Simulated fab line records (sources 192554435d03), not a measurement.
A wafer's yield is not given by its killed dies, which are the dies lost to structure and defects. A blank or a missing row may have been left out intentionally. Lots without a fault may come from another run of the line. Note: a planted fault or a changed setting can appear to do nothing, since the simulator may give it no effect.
Matching of chambers :: flow n5_finfet :: N5_BEOL_M7_ETCH_66 on rie_diel-02 has 4 sister chambers
The step etches SOC in N2/H2, target depth 80 nm, overetch 16 nm, time 120 s. 8 wafers are shown with their chamber, then 7 later ones without.

== WAFERS WITH THEIR CHAMBER ==
wafer: L757.1
chamber: 1
drypump_motor_current_A (A): 5.4
throttle_valve_pct (%): 17.54

wafer: L759.1
chamber: 1
drypump_motor_current_A (A): 5.4
throttle_valve_pct (%): 17.56

wafer: L759.2
chamber: 3
drypump_motor_current_A (A): 5.8
throttle_valve_pct (%): 17.71

wafer: L762.2
chamber: 0
drypump_motor_current_A (A): 5.9
throttle_valve_pct (%): 17.18

wafer: L762.5
chamber: 2
drypump_motor_current_A (A): 5.2
throttle_valve_pct (%): 18.02

wafer: L762.6
chamber: 3
drypump_motor_current_A (A): 5.7
throttle_valve_pct (%): 17.74

wafer: L770.1
chamber: 0
drypump_motor_current_A (A): 5.9
throttle_valve_pct (%): 17.21

wafer: L770.3
chamber: 2
drypump_motor_current_A (A): 5.2
throttle_valve_pct (%): 18.03

== WAFERS MISSING THEIR CHAMBER ==
wafer: L770.5
drypump_motor_current_A (A): 5.2
throttle_valve_pct (%): 18.05

wafer: L776.2
drypump_motor_current_A (A): 5.9
throttle_valve_pct (%): 17.24

wafer: L776.4
drypump_motor_current_A (A): 5.8
throttle_valve_pct (%): 17.75

wafer: L776.6
drypump_motor_current_A (A): 5.4
throttle_valve_pct (%): 17.61

wafer: L777.3
drypump_motor_current_A (A): 5.2
throttle_valve_pct (%): 18.06

wafer: L777.4
drypump_motor_current_A (A): 5.9
throttle_valve_pct (%): 17.24

wafer: L777.5
drypump_motor_current_A (A): 5.2
throttle_valve_pct (%): 18.05

== CHAMBER TAKEN BY EACH ==
wafer: L770.5
from the rows above: 2
in truth: 2

wafer: L776.2
from the rows above: 0
in truth: 0

wafer: L776.4
from the rows above: 3
in truth: 3

wafer: L776.6
from the rows above: 1
in truth: 1

wafer: L777.3
from the rows above: 2
in truth: 2

wafer: L777.4
from the rows above: 0
in truth: 0

wafer: L777.5
from the rows above: 2
in truth: 2
Correct placement for 7 of the 7. Not placeable from these rows: 0. 0 placed wrongly.
How it was worked out, from the rows above alone: a wafer's distance from a chamber is the root of the sum, over the readings, of the square of ((its reading less the chamber's mean) divided by the reading's scatter). The wafer belongs to the nearest chamber; if the next one is less than 2 further off, it can't be placed. A chamber's mean is the mean of its shown wafers. The scatter is the square root of a quotient: the sum, over the shown wafers, of each reading's squared deviation from its chamber's mean, divided by wafers minus chambers.
